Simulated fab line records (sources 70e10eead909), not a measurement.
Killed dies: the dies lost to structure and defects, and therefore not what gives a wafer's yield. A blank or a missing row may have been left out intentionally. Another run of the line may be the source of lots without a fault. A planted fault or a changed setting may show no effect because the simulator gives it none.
Struck lot and sound lot, side by side    flow nand-harc    13 steps out of a route of 1302
Sound: wafers L210.1, L210.3, L210.6. Struck: wafer L216.3. (L216.1 of the same lot was not struck and is left out.) The cause comes at the end.
Per side, at each step with rows, come the tool, then ch with its chambers, and then its first start. Under that, the readings that differ: sound wafers    struck wafers    difference of the means    sigmas: that difference in standard deviations of wafers without a fault.
alike: same words and numbers on both sides, and readings whose means sit less than 2 such deviations apart. not compared: any withheld reading, any reading some wafer has no value for, any bound like >300 that may hide the same value, and any number with overlapping values for which the record gives no deviation.
Wherever a step has rows on one side only, a row that says differs or no value, or a row with sigmas, the two part there. Numbers that have no deviation but don't overlap get no sigmas and don't part them. Lack of a reading on every wafer of one side parts them only where that side has two or more wafers.

NHARC_A_WL_FILL_ALD_02: deposits TiN, target thk 2 nm, pulse time 3 s, ald cycles 100.
  sound on ald-metal-01 ch 0,2,3, day 24 01:52; struck on ald-metal-03 ch 3, day 26 22:49
  alike: heater-power-w, precursor-pulse-height-rel
NHARC_A_WL_FILL_CVD_03: deposits W, target thk 40 nm, time 279 s.
  sound on cvd-w-02 ch 0,1, day 24 02:28; struck on cvd-w-02 ch 0, day 26 23:16
  alike: heater-power-w, throttle-valve-pct
NHARC_A_WL_FILL_ETCHBACK_04: etches the open film in NF3, target depth 60 nm, time 120 s.
  sound on rie-metal-03 ch 0,1, day 24 02:49; struck on rie-metal-02 ch 0, day 26 23:37
reading                sound              struck  difference  sigmas
oes-product-au (a.u.)  1.017 1.029 1.019  0.993   -0.029      -2
run-length-s (s)       141.9 140.7 141.3  140.5   -0.8        -2
  alike: drypump-motor-current-A
  not compared: rf-hours-counter-h
then, 1 step without rows for these wafers: NHARC_A_WL_FILL_ETCHBACK_05 (etches the open film in Cl2/BCl3, target depth 22 nm, time 60 s).
NHARC_A_WL_FILL_STRIP_27: strips in N2/H2, time 20 s.
  sound on plasma-asher-02 ch 0,1, day 24 03:11; struck on plasma-asher-01 ch 1, day 26 23:58
reading                      sound        struck  difference  sigmas
drypump-motor-current-A (A)  5.7 5.0 5.0  6.2     +1.0        +2
heater-power-w (W)           347 354 350  270     -80         -2
  not compared: rf-hours-counter-h
then, 5 steps without rows for these wafers: NHARC_A_WL_FILL_STRIP_28 (strips in post etch residue remover, time 1200 s); NHARC_A_WL_FILL_PRECLEAN_06 (cleans in DIW, time 300 s); NHARC_A_WL_FILL_SRD_07; NHARC_A_WL_FILL_ANNEAL_08 (time 1800 s); NHARC_A_WL_FILL_ALD_10 (deposits SiO2, target thk 50 nm, pulse time 10 s, ald cycles 500).
NHARC_A_WL_FILL_ETCHBACK_16: etches the open film in C4F8/O2/Ar, target depth 120 nm, time 24 s.
  sound on rie-diel-05 ch 0,1,3, day 24 15:32; struck on rie-diel-08 ch 3, day 27 11:45
reading           sound           struck  difference  sigmas
run-length-s (s)  45.0 46.2 46.0  30.0    -15.7       -41
  alike: oes-product-au, rf-vpp-V
  not compared: rf-hours-counter-h
NHARC_A_WL_FILL_STRIP_29: strips in O2, time 20 s.
  sound on rie-diel-05 ch 0,2, day 24 15:38; struck on rie-diel-08 ch 2, day 27 11:52
reading                 sound                 struck  difference  sigmas
oes-product-au (a.u.)   0.996 1.017 1.004     0.986   -0.020      -2
throttle-valve-pct (%)  17.031 17.040 17.035  17.057  +0.022      +3
  alike: drypump-motor-current-A, rf-vpp-V, showerhead-plenum-p-Torr
  not compared: rf-hours-counter-h
-- jump in the record: it breaks off in module A_WL_FILL and resumes in module END (first step shown: number 1302 of the route), and 4 days separate the struck wafers' starts before and after --
NHARC_END_SORT_01:
  only the struck wafers appear in the record here, on prober-01 ch 0 at day 31 05:40; the sound ones have no rows

WHERE THEY PART
Last at NHARC_END_SORT_01 as far as this record goes, first at NHARC_A_WL_FILL_ETCHBACK_04.

WHY: whatever the simulator had introduced
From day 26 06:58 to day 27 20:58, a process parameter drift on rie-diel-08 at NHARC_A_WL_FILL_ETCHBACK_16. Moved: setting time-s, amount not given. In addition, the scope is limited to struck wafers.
